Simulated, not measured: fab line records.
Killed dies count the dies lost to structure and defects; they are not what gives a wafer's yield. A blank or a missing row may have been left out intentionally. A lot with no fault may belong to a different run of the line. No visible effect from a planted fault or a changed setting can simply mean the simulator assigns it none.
fab line records	flow n5Finfet
record lots=7	wafers=20	lastDay=19
route steps=1938 shown BEOL_M3@999 BEOL_M4@1111
lots untouched by any fault: they come from a run of this same line in which no faults occurred
startH: hours from the record's opening day to when the first of the lot's shown wafers began	waitH: hours elapsed since this lot's preceding step	" identical to the entry in the row above	L1.1+2: a single row standing in for several wafers	- no value present, or no start provided	* or withheld: withheld	< > ~ a bound
route shown NAME@n: NAME is a module with steps in the file, n the number in the route of the first one	usual: mean/standard deviation of fault-free wafers	same: alike in all rows	chamber/n: place in a boat	sites: the reading at each site	_std_site: standard deviation across them	_edge_site: outer sites' mean less inner sites'	radiusMm: for every site, how far away it sits from the centre of the wafer	mask NAME#n: copy n	behind: the last tool/chamber to shape the wafer	hold: what put the lot on hold/how long, in hours/how the hold closed	device: the transistor (n, p or np) that didn't switch	end of line: tests run on the same wafers once the route is complete	a step given without rows: its recipe and nothing more	killed: at the first sort, the dies lost to defects and structure; wafer yield is something else	map: the dies of a wafer, with x for killed, . for not killed, _ for no die there
set.NAME: the setting as run; set.NAME@STEP: as run at that earlier step	model.NAME: the simulator's own value behind a step, which no gauge read
lots at selected steps of the route; one table per step, one row per wafer
services: the hour from which a tool's chamber was out of use, counted from the record's first day as startH (under 0 if before that day), plus the number of hours and why
## steps
# step N5_BEOL_M3_ANNEAL_82
# recipe tempC=400	timeS=240	ambient=vacuum
# step N5_BEOL_M3_SPUTTER_86
# recipe material=Cu	targetThkA=45	tempC=-20	chamberPressurePa=0.07	powerW=withheld	timeS=8.29
# step N5_BEOL_M3_ANNEAL_87
# recipe tempC=400	timeS=240	ambient=vacuum
# step N5_BEOL_M3_SPUTTER_88
# recipe material=Cu	targetThkA=45	tempC=-20	chamberPressurePa=0.07	powerW=withheld	timeS=8.29
# usual throttleValvePct=30.4/1.4
# same timeS=8.29
lot.wafer	tool	chamber	startH	waitH	throttleValvePct
L843.1	pvdSputter-03	-	182.48	0.1	32.4
L843.4	"	-	"	"	29.3
L843.6	"	-	"	"	29.3
L845.4	pvdSputter-03	-	184.60	0.1	32.2
L845.6	"	-	"	"	31.0
L846.1	pvdSputter-01	-	191.53	0.1	32.7
L846.2	"	-	"	"	28.8
L846.3	"	-	"	"	29.4
L847.3	pvdSputter-02	-	200.97	0.1	32.5
L847.4	"	-	"	"	29.2
L847.5	"	-	"	"	29.4
L856.1	pvdSputter-02	-	254.35	0.1	29.4
L856.3	"	-	"	"	29.2
L856.4	"	-	"	"	29.5
L859.1	pvdSputter-02	-	304.84	0.1	32.4
L859.3	"	-	"	"	29.3
L859.5	"	-	"	"	29.7
L864.2	pvdSputter-02	-	313.84	0.1	29.4
L864.3	"	-	"	"	32.5
L864.6	"	-	"	"	29.2
# step N5_BEOL_M3_ANNEAL_89
# recipe tempC=400	timeS=240	ambient=vacuum
# step N5_BEOL_M3_SPUTTER_90
# recipe material=Cu	targetThkA=45	tempC=-20	chamberPressurePa=0.07	powerW=withheld	timeS=8.29
# step N5_BEOL_M3_ANNEAL_91
# recipe tempC=400	timeS=240	ambient=vacuum
# usual heaterPowerW=783/110
# same timeS=240
lot.wafer	tool	chamber	startH	waitH	heaterPowerW
L843.1	pvdSputter-03	-	182.78	0.0	1016
L843.4	"	-	"	"	692
L843.6	"	-	"	"	696
L845.4	pvdSputter-03	-	184.90	0.0	1000
L845.6	"	-	"	"	625
L846.1	pvdSputter-01	-	191.83	0.0	906
L846.2	"	-	"	"	748
L846.3	"	-	"	"	709
L847.3	pvdSputter-02	-	201.27	0.0	718
L847.4	"	-	"	"	775
L847.5	"	-	"	"	761
L856.1	pvdSputter-02	-	254.65	0.0	792
L856.3	"	-	"	"	748
L856.4	"	-	"	"	860
L859.1	pvdSputter-02	-	305.14	0.0	708
L859.3	"	-	"	"	752
L859.5	"	-	"	"	786
L864.2	pvdSputter-02	-	314.14	0.0	764
L864.3	"	-	"	"	722
L864.6	"	-	"	"	785
# step N5_BEOL_M3_SPUTTER_92
# recipe material=Cu	targetThkA=45	tempC=-20	chamberPressurePa=0.07	powerW=withheld	timeS=8.29
# step N5_BEOL_M3_ANNEAL_93
# recipe tempC=400	timeS=240	ambient=vacuum
# step N5_BEOL_M3_SPUTTER_94
# recipe material=Cu	targetThkA=45	tempC=-20	chamberPressurePa=0.07	powerW=withheld	timeS=8.29
# usual throttleValvePct=30.4/1.5
# same timeS=8.29
lot.wafer	tool	chamber	startH	waitH	throttleValvePct
L843.1	pvdSputter-03	-	183.14	0.1	32.3
L843.4	"	-	"	"	29.4
L843.6	"	-	"	"	29.7
L845.4	pvdSputter-03	-	185.26	0.1	32.4
L845.6	"	-	"	"	31.1
L846.1	pvdSputter-01	-	192.19	0.1	32.8
L846.2	"	-	"	"	28.1
L846.3	"	-	"	"	29.3
L847.3	pvdSputter-02	-	201.63	0.1	32.4
L847.4	"	-	"	"	29.5
L847.5	"	-	"	"	29.2
L856.1	pvdSputter-02	-	255.01	0.1	29.8
L856.3	"	-	"	"	29.4
L856.4	"	-	"	"	29.4
L859.1	pvdSputter-02	-	305.50	0.1	32.7
L859.3	"	-	"	"	29.3
L859.5	"	-	"	"	29.7
L864.2	pvdSputter-02	-	314.50	0.1	29.2
L864.3	"	-	"	"	32.6
L864.6	"	-	"	"	29.1
# step N5_BEOL_M3_ANNEAL_95
# recipe tempC=400	timeS=240	ambient=vacuum
# usual heaterPowerW=783/110
# same timeS=240
lot.wafer	tool	chamber	startH	waitH	heaterPowerW
L843.1	pvdSputter-03	-	183.22	0.0	1011
L843.4	"	-	"	"	695
L843.6	"	-	"	"	678
L845.4	pvdSputter-03	-	185.34	0.0	1023
L845.6	"	-	"	"	619
L846.1	pvdSputter-01	-	192.27	0.0	892
L846.2	"	-	"	"	763
L846.3	"	-	"	"	711
L847.3	pvdSputter-02	-	201.71	0.0	693
L847.4	"	-	"	"	761
L847.5	"	-	"	"	766
L856.1	pvdSputter-02	-	255.09	0.0	803
L856.3	"	-	"	"	767
L856.4	"	-	"	"	892
L859.1	pvdSputter-02	-	305.58	0.0	715
L859.3	"	-	"	"	769
L859.5	"	-	"	"	793
L864.2	pvdSputter-02	-	314.58	0.0	772
L864.3	"	-	"	"	706
L864.6	"	-	"	"	749
# step N5_BEOL_M3_SPUTTER_96
# recipe material=Cu	targetThkA=45	tempC=-20	chamberPressurePa=0.07	powerW=withheld	timeS=8.29
# usual throttleValvePct=30.3/1.5
# same timeS=8.29
lot.wafer	tool	chamber	startH	waitH	throttleValvePct
L843.1	pvdSputter-03	-	183.36	0.1	32.2
L843.4	"	-	"	"	29.4
L843.6	"	-	"	"	29.4
L845.4	pvdSputter-03	-	185.48	0.1	32.3
L845.6	"	-	"	"	31.0
L846.1	pvdSputter-01	-	192.41	0.1	32.9
L846.2	"	-	"	"	28.2
L846.3	"	-	"	"	29.2
L847.3	pvdSputter-02	-	201.85	0.1	32.3
L847.4	"	-	"	"	29.3
L847.5	"	-	"	"	29.0
L856.1	pvdSputter-02	-	255.23	0.1	29.7
L856.3	"	-	"	"	29.5
L856.4	"	-	"	"	29.4
L859.1	pvdSputter-02	-	305.72	0.1	32.4
L859.3	"	-	"	"	29.1
L859.5	"	-	"	"	29.8
L864.2	pvdSputter-02	-	314.72	0.1	29.2
L864.3	"	-	"	"	32.7
L864.6	"	-	"	"	29.3
# step N5_BEOL_M3_ECD_50
# recipe material=Cu	targetThkA=3000
lot.wafer	tool	chamber	startH	waitH	model.Cu_of_BEOL_M3_ECD_50.thkNm
L843.1	ecdCu-02	1	183.47	0.1	299.2
L843.4	"	0	"	"	300
L843.6	"	1	"	"	303.8
L845.4	ecdCu-02	1	185.61	0.1	443
L845.6	"	0	"	"	296.4
L846.1	ecdCu-02	0	192.52	0.1	299.6
L846.2	"	1	"	"	448.4
L846.3	"	1	"	"	300.6
L847.3	ecdCu-02	1	201.99	0.1	299.2
L847.4	"	0	"	"	442.8
L847.5	"	1	"	"	299
L856.1	ecdCu-01	0	255.35	0.1	300.4
L856.3	"	1	"	"	301.4
L856.4	"	0	"	"	297.4
L859.1	ecdCu-02	0	305.84	0.1	299.8
L859.3	"	1	"	"	297.6
L859.5	"	0	"	"	296.8
L864.2	ecdCu-01	1	314.83	0.1	302.6
L864.3	"	0	"	"	300.6
L864.6	"	1	"	"	302
# step N5_BEOL_M3_ANNEAL_51
# recipe tempC=225	timeS=90	ambient=N2
# step N5_BEOL_M3_CMP_52
# recipe stopOn=SiOC	tOverpolishS=6.8	downForcePsi=1	platenRpm=50	clearingPlatenDownForcePsi=1.5	clearingPlatenRpm=50	postCmpClean=cuAlkaline	targetThkNm=40	clearingPlatenPadVelocityMS=0.99484	padVelocityMS=0.99484
# usual motorCurrentA=5.8/0.32	slurryFilterDpKPa=13.48/0.13	timeToEndpointS=60.5/2.3
lot.wafer	tool	chamber	startH	waitH	motorCurrentA	slurryFilterDpKPa	timeToEndpointS
L843.1	cmp-02	3	183.85	0.3	5.8	13.42	61.7
L843.4	"	2	"	"	5.6	13.45	59.5
L843.6	"	0	"	"	5.7	13.46	65.5
L845.4	cmp-02	0	186.08	0.2	5.5	13.77	88.6
L845.6	"	2	"	"	6.1	13.79	57.6
L846.2	cmp-03	3	192.90	0.2	5.0	13.55	96.4
L846.1	"	0	"	"	6.7	13.30	60.4
L846.3	"	1	"	"	5.7	13.41	60.8
L847.4	cmp-01	0	202.50	0.3	6.0	13.37	92.9
L847.3	"	1	"	"	5.9	13.65	62.2
L847.5	"	3	"	"	5.8	13.27	56.6
L856.4	cmp-03	2	256.03	0.2	5.6	13.48	63.7
L856.3	"	3	"	"	5.5	13.49	59.8
L856.1	"	0	"	"	6.6	13.45	59.3
L859.1	cmp-02	0	306.48	0.4	5.6	13.49	64.3
L859.3	"	1	"	"	5.9	13.65	65.0
L859.5	"	0	"	"	5.5	13.71	62.2
L864.2	cmp-02	2	315.21	0.2	5.5	13.54	58.7
L864.3	"	3	"	"	6.1	13.43	56.9
L864.6	"	3	"	"	5.7	13.38	60.4
# step N5_BEOL_M3_THK_MEAS_53
# recipe thkMeasGauge=xrf	reads=Cu_of_BEOL_M3_ECD_50
# usual M3_THK=39.5/1.5
lot.wafer	tool	chamber	startH	waitH	M3_THK[nm]
L843.1	filmMetro-02	-	184.14	-	38.0
L843.4	"	-	"	"	41.1
L843.6	"	-	"	"	41.7
L845.4	filmMetro-01	-	186.26	-	40.7
L845.6	"	-	"	"	38.8
L846.1	filmMetro-02	-	193.19	-	40.4
L846.2	"	-	"	"	39.7
L846.3	"	-	"	"	40.7
L847.3	filmMetro-02	-	202.72	-	38.2
L847.4	"	-	"	"	38.3
L847.5	"	-	"	"	38.4
L856.1	filmMetro-01	-	256.29	-	39.6
L856.3	"	-	"	"	40.2
L856.4	"	-	"	"	42.7
L859.1	filmMetro-01	-	306.74	-	39.1
L859.3	"	-	"	"	40.3
L859.5	"	-	"	"	41.2
L864.2	filmMetro-02	-	315.50	-	39.0
L864.3	"	-	"	"	38.7
L864.6	"	-	"	"	39.6
# step N5_BEOL_M4_RC_MEAS_101
# usual DIBL_N=36.3/1.2	DIBL_P=36.3/1.4	IOFF_N=0.160/0.02	IOFF_P=0.210/0.025	ION_N=675/9.5	ION_P=462/7	SS_N=71.5/0.53	SS_P=73.4/0.55	VT_N=249.5/2.6	VT_P=-250.1/2.9
lot.wafer	tool	chamber	startH	waitH	DIBL_N[mV/V]	DIBL_P[mV/V]	IOFF_N[nA/um]	IOFF_P[nA/um]	ION_N[uA/um]	ION_P[uA/um]	SS_N[mV/dec]	SS_P[mV/dec]	VT_N[mV]	VT_P[mV]
L843.1	prober-01	0	195.39	0.0	35.0	35.3	0.150	0.209	678	459	72.3	73.5	250.5	-252.0
L843.4	"	0	"	"	34.1	34.4	0.142	0.201	672	465	71.1	72.3	250.3	-247.2
L843.6	"	0	"	"	34.8	35.4	0.149	0.209	670	461	71.4	73.3	252.1	-248.5
L846.1	prober-01	0	210.51	0.0	35.5	37.2	0.146	0.183	680	456	71.7	73.2	252.8	-252.8
L846.2	"	0	"	"	36.2	38.1	0.161	0.197	681	458	71.4	73.1	250.4	-251.2
L846.3	"	0	"	"	36.6	38.3	0.162	0.199	674	454	71.5	73.6	250.2	-253.6
L845.4	prober-02	0	210.92	0.5	37.4	34.9	0.163	0.212	676	458	71.6	73.6	249.1	-252.2
L845.6	"	0	"	"	36.1	34.5	0.145	0.197	677	467	71.2	73.7	255.0	-252.4
L847.3	prober-01	0	217.18	0.3	38.7	38.6	0.172	0.204	672	456	71.3	74.3	247.4	-251.5
L847.4	"	0	"	"	36.3	35.5	0.122	0.163	655	448	71.2	73.3	255.3	-255.2
L847.5	"	0	"	"	39.0	38.6	0.175	0.213	677	453	72.3	73.9	249.6	-251.1
L856.1	prober-01	0	290.33	0.0	37.0	37.1	0.165	0.240	674	469	72.1	73.7	248.5	-248.5
L856.3	"	0	"	"	37.3	37.5	0.175	0.242	690	467	72.2	73.4	248.1	-249.6
L856.4	"	0	"	"	39.6	39.4	0.210	0.281	678	465	72.2	74.2	246.4	-245.3
L859.1	prober-01	0	329.17	0.0	35.6	35.8	0.138	0.200	667	466	70.9	72.7	250.6	-249.4
L859.3	"	0	"	"	36.9	37.0	0.153	0.216	659	459	72.1	73.9	250.8	-249.5
L859.5	"	0	"	"	36.3	36.5	0.149	0.211	670	465	72.0	73.0	252.9	-251.5
L864.2	prober-01	0	344.78	0.2	35.6	36.0	0.156	0.203	679	467	71.0	73.2	250.4	-251.1
L864.3	"	0	"	"	34.5	34.2	0.126	0.171	667	456	70.7	72.8	252.0	-252.9
L864.6	"	0	"	"	35.7	35.7	0.150	0.198	676	461	70.9	73.6	252.8	-251.7
## services
tool	chamber	startH	hours	kind
cmp-01	-	159.13	2.1	repair
cmp-03	-	174.62	3.7	pm
cmp-03	-	182.14	4.0	pm
cmp-03	-	186.14	-	consumableReplace:conditioner
cmp-03	-	186.14	-	consumableReplace:pad
cmp-03	-	199.31	4.2	repair
cmp-02	-	201.20	1.1	repair
cmp-01	-	203.65	1.3	repair
cmp-01	-	225.37	0.7	repair
cmp-01	-	275.16	0.4	repair
cmp-02	-	289.28	0.3	repair
cmp-02	-	301.15	0.9	repair
cmp-01	-	304.45	6.7	pm
cmp-01	-	312.79	1.2	repair
## key
firstSign step=N5_BEOL_M3_CMP_52	reading=timeToEndpointS	direction=up	sigmas=14	usual=*	struck=*
effect none on later readings
modelEffect step=N5_BEOL_M3_ECD_50	value=Cu_of_BEOL_M3_ECD_50.thkNm	without=299.1	struck=444.7
metAt N5_BEOL_M3_ECD_50
struckWafers L845.4,L846.2,L847.4
onsetBetween 183.47 185.61
fault kind=processParameterDrift	tool=ecdCu-02	chamber=-	onsetH=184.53	steps=N5_BEOL_M3_ECD_50	channel=targetThkA	offset=*	shape=step	endH=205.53	scope=struckWafersOnly	actsIn=*	stated=*
